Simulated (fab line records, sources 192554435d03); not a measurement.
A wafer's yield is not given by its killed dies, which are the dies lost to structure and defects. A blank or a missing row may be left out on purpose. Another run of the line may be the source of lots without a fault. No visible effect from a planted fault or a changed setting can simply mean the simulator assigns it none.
fab line records    flow n5_finfet
[record] lots = 7  wafers = 39
route steps=1938 shown FIN_SAQP@120 HKMG_FIN@419 MOL_CONTACT_COAG@551 BEOL_M0_SAQP@663 BEOL_M1@800 BEOL_M3@977
start_h: the number of hours between the record's first day and the start of the first shown wafer of the lot    wait_h: hours from the lot's prior step to this one    " the same as in the row above    L1.1+2: one row covering several wafers at once    - no value, or no start was given    * or withheld: withheld    < > ~ a bound
route shown NAME@n: names a module that has steps shown in the file, with the first one's number in the route    usual: mean and standard deviation over wafers with no fault    same: alike in all rows    chamber/n: place in a boat    sites: per-site readings    _std_site: how widely they spread, as a standard deviation    _edge_site: inner sites' mean taken away from outer sites' mean    radius_mm: how far each site lies from the wafer's centre    mask NAME#n: copy n    behind: the last tool/chamber to shape the wafer    hold: why the lot went on hold/how many hours it stayed there/how the hold came to an end    device: whichever transistor did not switch (one of n, p or np)    end of line: the same wafers' tests at the end of the route    for a step that has no rows: nothing shown but its recipe    killed: the dies lost at the first sort to structure and to defects; this is not the yield of the wafer    map: a wafer's dies, marking killed ones x, the rest . and places with no die _
set.NAME: the run value of the setting; set.NAME@STEP: its run value at that earlier step    model.NAME: the simulator's own value behind a step, which no gauge read
lots where settings were altered on purpose, with a table for each step and a row for each wafer
[[steps]]
[step N5_FIN_SAQP_MANDREL_ETCH_22]
[recipe] target_depth_a = 600  chemistry = HBr/Cl2  target = a-Si  stop_on = SiNx  bt_time_s = 10  over_etch_frac = 0.5  time_s = 30  pressure_mtorr = 10  icp_w = 800  bias_w = 75  HBr_flow_sccm = 150  Cl2_flow_sccm = 80  ends = end_point
[usual] oes_product_au = 0.771/0.0099
lot.wafer  tool       chamber  start_h  wait_h  set.target_depth_a  oes_product_au  model.SOC_of_FIN_SAQP_COAT_49.thk_nm  model.SiNx_of_FIN_SAQP_PECVD_48.thk_nm
L078.2     rie_si-06  3        46.71    0.0     600                 0.757           76.08                                 24.65
L078.4     "          0        "        "       600                 0.771           75.86                                 24.88
L078.6     "          1        "        "       600                 0.768           76.38                                 25.26
L081.1     rie_si-02  2        64.54    0.0     600                 0.772           76.9                                  25.12
L081.2     "          3        "        "       600                 0.772           76.4                                  24.93
L081.3     "          1        "        "       719.5               0.701           71.3                                  22.61
L081.4     "          0        "        "       719.5               0.697           71.91                                 23.21
L081.5     "          3        "        "       600                 0.784           76.94                                 25.53
L081.6     "          2        "        "       719.5               0.703           71.74                                 23.28
L087.1     rie_si-05  3        101.24   0.0     600                 0.773           76.25                                 24.95
L087.2     "          1        "        "       600                 0.761           76.32                                 25.02
L087.3     "          2        "        "       600                 0.759           76.91                                 24.88
L087.4     "          0        "        "       600                 0.779           75.67                                 25.39
L087.5     "          2        "        "       600                 0.763           76.82                                 25.3
L087.6     "          1        "        "       600                 0.757           76.59                                 25.55
L088.1     rie_si-06  2        105.82   0.0     600                 0.771           75.72                                 25.06
L088.2     "          3        "        "       600                 0.770           76.18                                 25.1
L088.3     "          1        "        "       600                 0.772           75.96                                 25.1
L088.4     "          3        "        "       795.1               0.665           68.69                                 21.32
L088.5     "          2        "        "       795.1               0.664           67.91                                 21.25
L088.6     "          1        "        "       795.1               0.647           67.88                                 21.42
L094.1     rie_si-02  0        141.84   0.0     600                 0.761           76.02                                 25.14
L094.2     "          3        "        "       600                 0.762           75.76                                 24.55
L094.3     "          2        "        "       600                 0.778           76.12                                 24.4
L094.4     "          1        "        "       600                 0.781           75.54                                 24.77
L094.5     "          0        "        "       600                 0.778           76.28                                 24.77
L094.6     "          1        "        "       600                 0.786           75.86                                 24.91
L095.1     rie_si-06  3        148.64   0.0     600                 0.778           76.48                                 25.13
L095.2     "          2        "        "       600                 0.771           76.5                                  24.7
L095.3     "          1        "        "       852.4               0.627           65.96                                 19.75
L095.4     "          3        "        "       852.4               0.639           65.82                                 19.99
L095.5     "          1        "        "       852.4               0.635           65.91                                 20.26
L095.6     "          2        "        "       600                 0.773           75.98                                 25.41
L097.1     rie_si-06  2        160.69   0.0     600                 0.769           75.86                                 24.82
L097.2     "          3        "        "       796.2               0.663           67.75                                 21.01
L097.3     "          1        "        "       600                 0.776           76.2                                  25.14
L097.4     "          1        "        "       796.2               0.657           67.67                                 21.12
L097.5     "          3        "        "       796.2               0.664           67.97                                 21.33
L097.6     "          2        "        "       600                 0.774           75.61                                 24.84
[step N5_FIN_SAQP_STRIP_55]
[recipe] chemistry = N2/H2  power_w = 500  temp_c = 40  pressure_mtorr = 50  rf_frequency_hz = 6e+07  overash_fraction = 0.3  bias_power_w = 28  h2_frac = 0.5  n2_flow_sccm = 300  h2_flow_sccm = 300
[step N5_FIN_SAQP_STRIP_23]
[recipe] chemistry = SPM  time_s = 750  temp_c = 130  h2so4_h2o2_vol_ratio = 4
[step N5_FIN_SAQP_MANDREL1_REMOVE_56]
[recipe] chemistry = HBr/Cl2/O2  bt_time_s = 10  target = a-Si  stop_on = SiNx  endpoint = OES-SiCl  over_etch_frac = 1  icp_w = 600  bias_w = 22  HBr_flow_sccm = 150  Cl2_flow_sccm = 80  O2_flow_sccm = 5  pressure_mtorr = 10
[step N5_FIN_SAQP_ETCH_57]
[recipe] chemistry = CH3F/O2  target = SiNx  mask_material = SiO2  target_depth_a = 325  time_s = 46.4  pressure_mtorr = 30  source_w = 395  bias_w = 73  Ar_flow_sccm = 150  CH3F_flow_sccm = 30  O2_flow_sccm = 20  ion_energy_ev = 120  ends = cleared
[usual] etch_rf_on_time_s = 46.8/1.2
lot.wafer  tool         chamber  start_h  wait_h  set.target_depth_a@FIN_SAQP_MANDREL_ETCH_22  etch_rf_on_time_s  model.etch.depth_nm
L078.2     rie_diel-01  2        49.08    0.5     600                                          46.1               24.65
L078.4     "            2        "        "       600                                          46.8               24.88
L078.6     "            0        "        "       600                                          47.8               25.26
L081.1     rie_diel-04  2        66.85    0.0     600                                          47.1               25.12
L081.2     "            0        "        "       600                                          47.2               24.93
L081.3     "            1        "        "       719.5                                        41.9               22.61
L081.4     "            3        "        "       719.5                                        42.7               23.21
L081.5     "            2        "        "       600                                          48.0               25.53
L081.6     "            1        "        "       719.5                                        43.1               23.28
L087.1     rie_diel-03  0        103.17   0.0     600                                          48.2               24.95
L087.2     "            1        "        "       600                                          45.9               25.02
L087.3     "            3        "        "       600                                          44.7               24.88
L087.4     "            3        "        "       600                                          45.9               25.39
L087.5     "            1        "        "       600                                          46.9               25.3
L087.6     "            0        "        "       600                                          49.2               25.55
L088.1     rie_diel-04  2        107.80   0.1     600                                          46.7               25.06
L088.2     "            1        "        "       600                                          46.2               25.1
L088.3     "            3        "        "       600                                          46.0               25.1
L088.4     "            0        "        "       795.1                                        40.5               21.32
L088.5     "            3        "        "       795.1                                        38.9               21.25
L088.6     "            2        "        "       795.1                                        40.0               21.42
L094.1     rie_diel-04  1        143.88   0.0     600                                          46.4               25.14
L094.2     "            2        "        "       600                                          45.7               24.55
L094.3     "            3        "        "       600                                          44.8               24.4
L094.4     "            0        "        "       600                                          46.5               24.77
L094.5     "            0        "        "       600                                          46.3               24.77
L094.6     "            3        "        "       600                                          46.1               24.91
L095.1     rie_diel-04  2        150.71   0.1     600                                          47.5               25.13
L095.2     "            1        "        "       600                                          45.9               24.7
L095.3     "            3        "        "       852.4                                        37.0               19.75
L095.4     "            0        "        "       852.4                                        37.8               19.99
L095.5     "            2        "        "       852.4                                        38.6               20.26
L095.6     "            1        "        "       600                                          47.4               25.41
L097.1     rie_diel-03  3        162.55   0.1     600                                          45.1               24.82
L097.2     "            0        "        "       796.2                                        38.2               21.01
L097.3     "            1        "        "       600                                          47.0               25.14
L097.4     "            2        "        "       796.2                                        38.3               21.12
L097.5     "            0        "        "       796.2                                        39.3               21.33
L097.6     "            3        "        "       600                                          45.3               24.84
[step N5_HKMG_FIN_ALD_36]
[recipe] material = TiN  target_thk_a = 10  temp_c = 400  ald_precursor_family = TiCl4  ald_co_reactant = NH3  pulse_time_s = 1  purge_time_s = 3  co_reactant_purge_time_s = 2  co_reactant_pulse_time_s = 2  ald_cycles = 47  pressure_torr = 3
lot.wafer         tool          chamber      start_h  wait_h  set.ald_cycles  model.TiN_of_HKMG_FIN_ALD_36.thk_nm
L078.2+4+6        ald_metal-02  3,2,0        99.23    0.0     47              1
L081.1+2+6        ald_metal-03  3,0,2        124.43   0.0     33              0.8
L081.3+4+5        "             1,2,3        "        "       47              1
L087.1+5+6        ald_metal-03  2,0,3        151.77   0.0     57              1.2
L087.2+3+4        "             3,1,0        "        "       47              1
L088.1+4+6        ald_metal-02  0,1,3        157.83   0.0     26              0.6
L088.2+3+5        "             2,3,0        "        "       47              1
L094.1+2+3+4+5+6  ald_metal-03  3,1,2,0,0,3  198.00   0.0     47              1
L095.1+2+3+4+5+6  ald_metal-03  1,3,0,2,3,2  199.70   0.0     47              1
L097.1+3+5        ald_metal-02  2,3,2        210.85   0.0     72              1.6
L097.2+4+6        "             1,0,1        "        "       47              1
[step N5_MOL_CONTACT_COAG_SPUTTER_130]
[recipe] material = Co  target_thk_a = 475  temp_c = 25  chamber_pressure_pa = 0.5  power_w = 3000
lot.wafer  tool            chamber  start_h  wait_h  set.target_thk_a  model.Co_of_MOL_CONTACT_COAG_SPUTTER_130.thk_nm
L078.2     pvd_sputter-02  -        118.12   0.0     475               48.2
L078.4     "               -        "        "       475               48
L078.6     "               -        "        "       475               47.8
L081.1     pvd_sputter-03  -        147.38   0.0     475               46.8
L081.2     "               -        "        "       475               47
L081.3+6   "               -        "        "       582.3             57.8
L081.4     "               -        "        "       475               47.2
L081.5     "               -        "        "       582.3             57.6
L087.1     pvd_sputter-02  -        172.68   0.0     246.8             24.6
L087.2     "               -        "        "       475               47.8
L087.3+6   "               -        "        "       475               47.2
L087.4+5   "               -        "        "       246.8             24.4
L088.1     pvd_sputter-03  -        182.10   0.0     475               47.8
L088.2+4   "               -        "        "       475               47.6
L088.3     "               -        "        "       653.7             65
L088.5     "               -        "        "       653.7             65.6
L088.6     "               -        "        "       653.7             65.4
L094.1     pvd_sputter-03  -        218.30   0.0     742.7             73.4
L094.2+3   "               -        "        "       742.7             73.8
L094.4     "               -        "        "       475               47.2
L094.5     "               -        "        "       475               46.8
L094.6     "               -        "        "       475               47
L095.1+6   pvd_sputter-03  -        218.74   0.0     711.8             70.6
L095.2     "               -        "        "       475               46.8
L095.3     "               -        "        "       711.8             71
L095.4     "               -        "        "       475               47.4
L095.5     "               -        "        "       475               47.2
L097.1     pvd_sputter-03  -        230.92   0.0     475               47.8
L097.2     "               -        "        "       475               47.2
L097.3     "               -        "        "       241.8             23.8
L097.4     "               -        "        "       241.8             24.8
L097.5     "               -        "        "       241.8             24.2
L097.6     "               -        "        "       475               47.6
[step N5_BEOL_M0_SAQP_SPACER1_ALD_98]
[recipe] material = SiO2  target_thk_a = 128  temp_c = 300  ald_precursor_family = BDEAS  ald_co_reactant = O2-plasma  pulse_time_s = 1  purge_time_s = 2  co_reactant_purge_time_s = 2  ald_cycles = 138  pressure_torr = 2
lot.wafer         tool        chamber      start_h  wait_h  set.ald_cycles  model.SiO2_of_BEOL_M0_SAQP_SPACER1_ALD_98.thk_nm
L078.2+4+6        ald_sin-02  3,1,2        132.85   1.5     138             12.8
L081.1+3+6        ald_sin-03  2,0,3        162.08   0.5     138             12.8
L081.2+4+5        "           3,1,2        "        "       80              7.4
L087.1+3+4        ald_sin-03  2,1,3        187.24   1.5     138             12.8
L087.2+5+6        "           0,3,2        "        "       164             15.2
L088.1+2+3+4+6    ald_sin-03  1,0,3,2,3    196.03   0.3     138             12.8
L088.5            "           2            "        "       138             12.6
L094.1+2+3+4+5+6  ald_sin-02  3,2,1,0,3,2  233.03   0.3     138             12.8
L095.1+2+3+4+5+6  ald_sin-01  2,1,0,3,2,1  237.17   0.6     138             12.8
L097.1+2+4        ald_sin-01  0,2,1        243.78   0.3     92              8.6
L097.3+5+6        "           3,1,2        "        "       138             12.8
[step N5_BEOL_M0_SAQP_SPACER1_ETCHBACK_99]
[recipe] chemistry = CHF3/O2  mode = anisotropic_etchback  target = SiO2  target_depth_a = 154  time_s = 7.7  pressure_mtorr = 30  source_w = 650  bias_w = 170  Ar_flow_sccm = 200  CHF3_flow_sccm = 50  O2_flow_sccm = 5  ion_energy_ev = 200
[step N5_BEOL_M0_SAQP_MANDREL1_REMOVE_100]
[recipe] chemistry = HBr/Cl2/O2  bt_time_s = 10  target = a-Si  stop_on = SiNx  endpoint = OES-SiCl  over_etch_frac = 0.85  icp_w = 600  bias_w = 30  HBr_flow_sccm = 150  Cl2_flow_sccm = 80  O2_flow_sccm = 5  pressure_mtorr = 10
lot.wafer       tool       chamber    start_h  wait_h  set.ald_cycles@BEOL_M0_SAQP_SPACER1_ALD_98  model.BEOL_M0_SAQP.cd_nm  model.SiO2_of_BEOL_M0_SAQP_SPACER1_ALD_98.thk_nm
L078.2          rie_si-04  2          133.41   0.1     138                                         13                        7.6
L078.4+6        "          3,1        "        "       138                                         12.6                      7.4
L081.1+6        rie_si-01  3,1        162.65   0.1     138                                         12.8                      7.4
L081.2+4+5      "          1,2,2      "        "       80                                          7.4                       3.4
L081.3          "          0          "        "       138                                         12.6                      7.4
L087.1+3+4      rie_si-01  1,2,1      187.82   0.1     138                                         12.8                      7.4
L087.2          "          0          "        "       164                                         15.4                      10
L087.5+6        "          2,0        "        "       164                                         15.2                      9.8
L088.1+3+4+5+6  rie_si-01  2,1,0,1,2  196.59   0.1     138                                         12.6                      7.4
L088.2          "          0          "        "       138                                         12.8                      7.4
L094.1+3+4+6    rie_si-04  1,2,0,2    233.59   0.1     138                                         12.8                      7.4
L094.2+5        "          3          "        "       138                                         12.6                      7.4
L095.1+3+6      rie_si-03  1,2,1      237.74   0.1     138                                         13                        7.4
L095.2+4+5      "          3,3,2      "        "       138                                         12.8                      7.4
L097.1+2        rie_si-03  3,2        244.34   0.1     92                                          8.6                       4
L097.3          "          1          "        "       138                                         12.8                      7.4
L097.4          "          3          "        "       92                                          8.4                       4
L097.5+6        "          2,1        "        "       138                                         13                        7.4
[step N5_BEOL_M0_SAQP_CD_MEAS_25]
[recipe] target_cd_nm = 13.1  landing_energy_ev = 1000  detector = se_inlens
[usual] cd_nm = 12.80/0.22
lot.wafer  tool       chamber  start_h  wait_h  set.ald_cycles@BEOL_M0_SAQP_SPACER1_ALD_98  cd_nm
L078.2     cd_sem-02  0        133.52   0.1     138                                         12.86
L078.4     "          0        "        "       138                                         12.35
L078.6     "          0        "        "       138                                         12.38
L081.1     cd_sem-01  0        162.76   0.1     138                                         12.74
L081.2     "          0        "        "       80                                          7.60
L081.3     "          0        "        "       138                                         12.84
L081.4     "          0        "        "       80                                          7.32
L081.5     "          0        "        "       80                                          7.02
L081.6     "          0        "        "       138                                         12.85
L087.1     cd_sem-03  0        187.93   0.1     138                                         12.99
L087.2     "          0        "        "       164                                         14.90
L087.3     "          0        "        "       138                                         12.71
L087.4     "          0        "        "       138                                         12.89
L087.5     "          0        "        "       164                                         15.51
L087.6     "          0        "        "       164                                         15.22
L088.1     cd_sem-02  0        196.70   0.1     138                                         12.79
L088.2     "          0        "        "       138                                         12.79
L088.3     "          0        "        "       138                                         12.41
L088.4     "          0        "        "       138                                         12.44
L088.5     "          0        "        "       138                                         12.67
L088.6     "          0        "        "       138                                         12.56
L094.1     cd_sem-03  0        233.70   0.1     138                                         12.38
L094.2     "          0        "        "       138                                         12.56
L094.3     "          0        "        "       138                                         12.86
L094.4     "          0        "        "       138                                         12.73
L094.5     "          0        "        "       138                                         12.59
L094.6     "          0        "        "       138                                         12.81
L095.1     cd_sem-03  0        237.85   0.1     138                                         12.99
L095.2     "          0        "        "       138                                         12.64
L095.3     "          0        "        "       138                                         13.08
L095.4     "          0        "        "       138                                         12.39
L095.5     "          0        "        "       138                                         12.91
L095.6     "          0        "        "       138                                         13.02
L097.1     cd_sem-02  0        244.45   0.1     92                                          8.55
L097.2     "          0        "        "       92                                          8.66
L097.3     "          0        "        "       138                                         12.81
L097.4     "          0        "        "       92                                          8.44
L097.5     "          0        "        "       138                                         12.59
L097.6     "          0        "        "       138                                         12.85
[step N5_BEOL_M1_TRENCH_ETCH_37]
[recipe] chemistry = C4F6/O2  target_depth_a = 552.07  target = SiOC  time_s = 29  ion_energy_ev = 250  pressure_mtorr = 30  source_w = 355  bias_w = 185  Ar_flow_sccm = 300  C4F6_flow_sccm = 10  O2_flow_sccm = 10
lot.wafer  tool         chamber  start_h  wait_h  set.target_depth_a  model.BEOL_M1.feature_depth_nm  model.etch.depth_nm  model.TiN_of_BEOL_M1_HM_DEP_02.thk_nm
L078.2     rie_diel-05  0        -        -       552.07              55.6                            55.63                17.8
L078.4     "            1        "        "       552.07              53                              52.99                17.8
L078.6     "            1        "        "       552.07              52.8                            52.77                17.8
L081.1     rie_diel-06  3        -        -       299.1               30.6                            30.62                18.6
L081.2     "            2        "        "       299.1               30                              29.98                19
L081.3     "            1        "        "       552.07              54.2                            54.24                17.8
L081.4     "            0        "        "       552.07              56.2                            56.29                17.8
L081.5     "            3        "        "       299.1               30.8                            30.84                19
L081.6     "            0        "        "       552.07              56.4                            56.48                17.4
L087.1     rie_diel-02  0        -        -       552.07              55.6                            55.55                17.8
L087.2     "            1        "        "       552.07              52.8                            52.77                17.8
L087.3     "            2        "        "       552.07              55.2                            55.22                17.8
L087.4     "            3        "        "       552.07              54.4                            54.45                17.6
L087.5     "            0        "        "       552.07              55.2                            55.19                17.2
L087.6     "            1        "        "       552.07              53.2                            53.23                17.8
L088.1     rie_diel-05  0        -        -       552.07              54.8                            54.8                 17.6
L088.2     "            2        "        "       763.2               76.4                            76.35                16.8
L088.3     "            1        "        "       552.07              53.2                            53.1                 18
L088.4     "            3        "        "       763.2               76                              75.94                16.4
L088.5     "            0        "        "       763.2               76.8                            76.78                16.4
L088.6     "            3        "        "       552.07              55                              54.97                17.6
L094.1     rie_diel-05  3        -        -       785.9               77.8                            77.89                16.8
L094.2     "            0        "        "       785.9               78.8                            78.73                16.4
L094.3     "            1        "        "       552.07              52.4                            52.37                17.8
L094.4     "            3        "        "       552.07              54.4                            54.49                17.6
L094.5     "            1        "        "       785.9               75                              74.95                16.8
L094.6     "            0        "        "       552.07              55.4                            55.46                17
L095.1     rie_diel-02  3        -        -       362.3               35.6                            35.59                19
L095.2     "            0        "        "       362.3               36.4                            36.34                18.6
L095.3     "            2        "        "       552.07              55.4                            55.45                17.6
L095.4     "            1        "        "       552.07              53.6                            53.5                 18.2
L095.5     "            1        "        "       362.3               34.8                            34.75                18.6
L095.6     "            0        "        "       552.07              55.2                            55.14                17.6
L097.1     rie_diel-02  3        -        -       552.07              53.6                            53.69                17.8
L097.2     "            0        "        "       552.07              54.8                            54.7                 18
L097.3     "            2        "        "       552.07              55.2                            55.12                17.8
L097.4     "            1        "        "       552.07              52.6                            52.61                17.6
L097.5     "            2        "        "       552.07              55                              54.93                17.8
L097.6     "            3        "        "       552.07              53.6                            53.6                 18
[step N5_BEOL_M1_ETCH_41]
[recipe] chemistry = CH3F/O2  target = SiCN  target_depth_a = 319  taper_deg = 2  time_s = 57.8  ion_energy_ev = 120  mask_material = TiN  pressure_mtorr = 30  source_w = 395  bias_w = 75  Ar_flow_sccm = 150  CH3F_flow_sccm = 30  O2_flow_sccm = 20
[step N5_BEOL_M1_STRIP_97]
[recipe] chemistry = N2/H2  time_s = 10  power_w = 450  temp_c = 40  pressure_mtorr = 20  rf_frequency_hz = 6e+07  bias_power_w = 7  n2_flow_sccm = 200  h2_flow_sccm = 200
[step N5_BEOL_M1_OCD_MEAS_38]
[usual] trench_depth_nm = 54.7/1.3
lot.wafer  tool    chamber  start_h  wait_h  set.target_depth_a@BEOL_M1_TRENCH_ETCH_37  trench_depth_nm
L078.2     ocd-01  -        152.93   -       552.07                                     55.2
L078.4     "       -        "        "       552.07                                     52.9
L078.6     "       -        "        "       552.07                                     52.7
L081.1     ocd-01  -        183.35   -       299.1                                      30.4
L081.2     "       -        "        "       299.1                                      29.6
L081.3     "       -        "        "       552.07                                     54.6
L081.4     "       -        "        "       552.07                                     56.6
L081.5     "       -        "        "       299.1                                      30.8
L081.6     "       -        "        "       552.07                                     56.6
L087.1     ocd-01  -        212.52   -       552.07                                     55.5
L087.2     "       -        "        "       552.07                                     52.7
L087.3     "       -        "        "       552.07                                     55.8
L087.4     "       -        "        "       552.07                                     54.0
L087.5     "       -        "        "       552.07                                     55.1
L087.6     "       -        "        "       552.07                                     53.6
L088.1     ocd-01  -        221.32   -       552.07                                     54.5
L088.2     "       -        "        "       763.2                                      76.3
L088.3     "       -        "        "       552.07                                     53.0
L088.4     "       -        "        "       763.2                                      75.9
L088.5     "       -        "        "       763.2                                      77.5
L088.6     "       -        "        "       552.07                                     55.3
L094.1     ocd-02  -        258.72   -       785.9                                      78.0
L094.2     "       -        "        "       785.9                                      78.7
L094.3     "       -        "        "       552.07                                     52.5
L094.4     "       -        "        "       552.07                                     53.9
L094.5     "       -        "        "       785.9                                      74.9
L094.6     "       -        "        "       552.07                                     56.8
L095.1     ocd-01  -        258.74   -       362.3                                      35.2
L095.2     "       -        "        "       362.3                                      36.2
L095.3     "       -        "        "       552.07                                     55.7
L095.4     "       -        "        "       552.07                                     52.9
L095.5     "       -        "        "       362.3                                      34.8
L095.6     "       -        "        "       552.07                                     55.0
L097.1     ocd-01  -        263.07   -       552.07                                     54.2
L097.2     "       -        "        "       552.07                                     54.9
L097.3     "       -        "        "       552.07                                     54.6
L097.4     "       -        "        "       552.07                                     52.2
L097.5     "       -        "        "       552.07                                     55.1
L097.6     "       -        "        "       552.07                                     53.4
[step N5_BEOL_M3_VIA_ETCH_34]
[recipe] chemistry = C4F6/O2  target_depth_a = 694  mask_material = SOC  pressure_mtorr = 15  ion_energy_ev = 250  taper_deg = 4  time_s = 65.9  source_w = 350  bias_w = 170  Ar_flow_sccm = 300  C4F6_flow_sccm = 10  O2_flow_sccm = 10
lot.wafer  tool         chamber  start_h  wait_h  set.time_s  model.etch.depth_nm  model.SOC_of_BEOL_M3_COAT_67.thk_nm
L078.2     rie_diel-06  0        172.74   0.0     65.9        71.04                51.6
L078.4     "            3        "        "       65.9        70.65                52
L078.6     "            1        "        "       65.9        67.75                52.4
L081.1     rie_diel-05  1        212.16   0.0     99.46       99.82                48.8
L081.2     "            2        "        "       65.9        68.63                52.4
L081.3     "            0        "        "       65.9        69.55                52
L081.4     "            3        "        "       99.46       103.9                47.8
L081.5     "            3        "        "       65.9        68.16                52.2
L081.6     "            2        "        "       99.46       103.1                48.2
L087.1     rie_diel-05  2        248.74   0.0     98.23       102.5                48
L087.2     "            3        "        "       65.9        68.65                51.8
L087.3     "            0        "        "       65.9        69.45                52
L087.4     "            1        "        "       98.23       97.51                48.8
L087.5     "            1        "        "       65.9        66.11                52.6
L087.6     "            2        "        "       98.23       101.6                48.2
L088.1     rie_diel-02  2        254.95   0.0     32.9        34.83                56
L088.2     "            0        "        "       32.9        34.77                56
L088.3     "            3        "        "       65.9        68.58                52.2
L088.4     "            1        "        "       65.9        67.02                52.2
L088.5     "            0        "        "       32.9        34.57                56
L088.6     "            3        "        "       65.9        68.47                52
L094.1     rie_diel-02  3        309.18   0.0     88.93       91.23                49
L094.2     "            0        "        "       65.9        69.03                51.6
L094.3     "            1        "        "       88.93       88.77                49.4
L094.4     "            3        "        "       88.93       91.25                49
L094.5     "            0        "        "       65.9        69.38                51.8
L094.6     "            1        "        "       65.9        66.23                52
L095.1     rie_diel-02  0        312.65   0.0     65.9        69.17                51.8
L095.2     "            1        "        "       65.9        65.77                52.4
L095.3     "            3        "        "       65.9        67.43                52.2
L095.4     "            1        "        "       65.9        65.82                52.2
L095.5     "            3        "        "       65.9        67.84                52.2
L095.6     "            0        "        "       65.9        69.19                51.8
L097.1     rie_diel-05  2        314.10   0.0     65.9        70.67                51.4
L097.2     "            1        "        "       102.5       102.5                48.2
L097.3     "            3        "        "       65.9        69.36                51.4
L097.4     "            0        "        "       65.9        69.71                51.8
L097.5     "            2        "        "       102.5       109.3                47
L097.6     "            1        "        "       102.5       103.1                48.2
[[key]]
[split] step = N5_FIN_SAQP_MANDREL_ETCH_22  setting = target_depth_a  stated = 600  by = wafer
[response] step = N5_FIN_SAQP_MANDREL_ETCH_22  reading = oes_product_au  change = -0.00343  per = 1%  r = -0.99
[response] step = N5_FIN_SAQP_MANDREL_ETCH_22  reading = model.SOC_of_FIN_SAQP_COAT_49.thk_nm  change = -0.246  per = 1%  r = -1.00
[response] step = N5_FIN_SAQP_MANDREL_ETCH_22  reading = model.SiNx_of_FIN_SAQP_PECVD_48.thk_nm  change = -0.117  per = 1%  r = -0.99
[response] step = N5_FIN_SAQP_ETCH_57  reading = etch_rf_on_time_s  change = *  per = 1%  r = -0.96
[response] step = N5_FIN_SAQP_ETCH_57  reading = model.etch.depth_nm  change = -0.117  per = 1%  r = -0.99
[split] step = N5_HKMG_FIN_ALD_36  setting = ald_cycles  stated = 47  by = wafer
[response] step = N5_HKMG_FIN_ALD_36  reading = model.TiN_of_HKMG_FIN_ALD_36.thk_nm  change = +0.00973  per = 1%  r = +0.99
[split] step = N5_MOL_CONTACT_COAG_SPUTTER_130  setting = target_thk_a  stated = 475  by = wafer
[response] step = N5_MOL_CONTACT_COAG_SPUTTER_130  reading = model.Co_of_MOL_CONTACT_COAG_SPUTTER_130.thk_nm  change = +0.474  per = 1%  r = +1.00
[split] step = N5_BEOL_M0_SAQP_SPACER1_ALD_98  setting = ald_cycles  stated = 138  by = wafer
[response] step = N5_BEOL_M0_SAQP_SPACER1_ALD_98  reading = model.SiO2_of_BEOL_M0_SAQP_SPACER1_ALD_98.thk_nm  change = +0.128  per = 1%  r = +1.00
[response] step = N5_BEOL_M0_SAQP_MANDREL1_REMOVE_100  reading = model.BEOL_M0_SAQP.cd_nm  change = +0.129  per = 1%  r = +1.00
[response] step = N5_BEOL_M0_SAQP_MANDREL1_REMOVE_100  reading = model.SiO2_of_BEOL_M0_SAQP_SPACER1_ALD_98.thk_nm  change = +0.101  per = 1%  r = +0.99
[response] step = N5_BEOL_M0_SAQP_CD_MEAS_25  reading = cd_nm  change = +0.128  per = 1%  r = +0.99
[split] step = N5_BEOL_M1_TRENCH_ETCH_37  setting = target_depth_a  stated = 552.07  by = wafer
[response] step = N5_BEOL_M1_TRENCH_ETCH_37  reading = model.BEOL_M1.feature_depth_nm  change = +0.556  per = 1%  r = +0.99
[response] step = N5_BEOL_M1_TRENCH_ETCH_37  reading = model.etch.depth_nm  change = +0.556  per = 1%  r = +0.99
[response] step = N5_BEOL_M1_TRENCH_ETCH_37  reading = model.TiN_of_BEOL_M1_HM_DEP_02.thk_nm  change = -0.0255  per = 1%  r = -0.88
[response] step = N5_BEOL_M1_OCD_MEAS_38  reading = trench_depth_nm  change = +0.558  per = 1%  r = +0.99
[split] step = N5_BEOL_M3_VIA_ETCH_34  setting = time_s  stated = 65.9  by = wafer
[response] step = N5_BEOL_M3_VIA_ETCH_34  reading = model.etch.depth_nm  change = +0.651  per = 1%  r = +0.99
[response] step = N5_BEOL_M3_VIA_ETCH_34  reading = model.SOC_of_BEOL_M3_COAT_67.thk_nm  change = -0.0746  per = 1%  r = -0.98
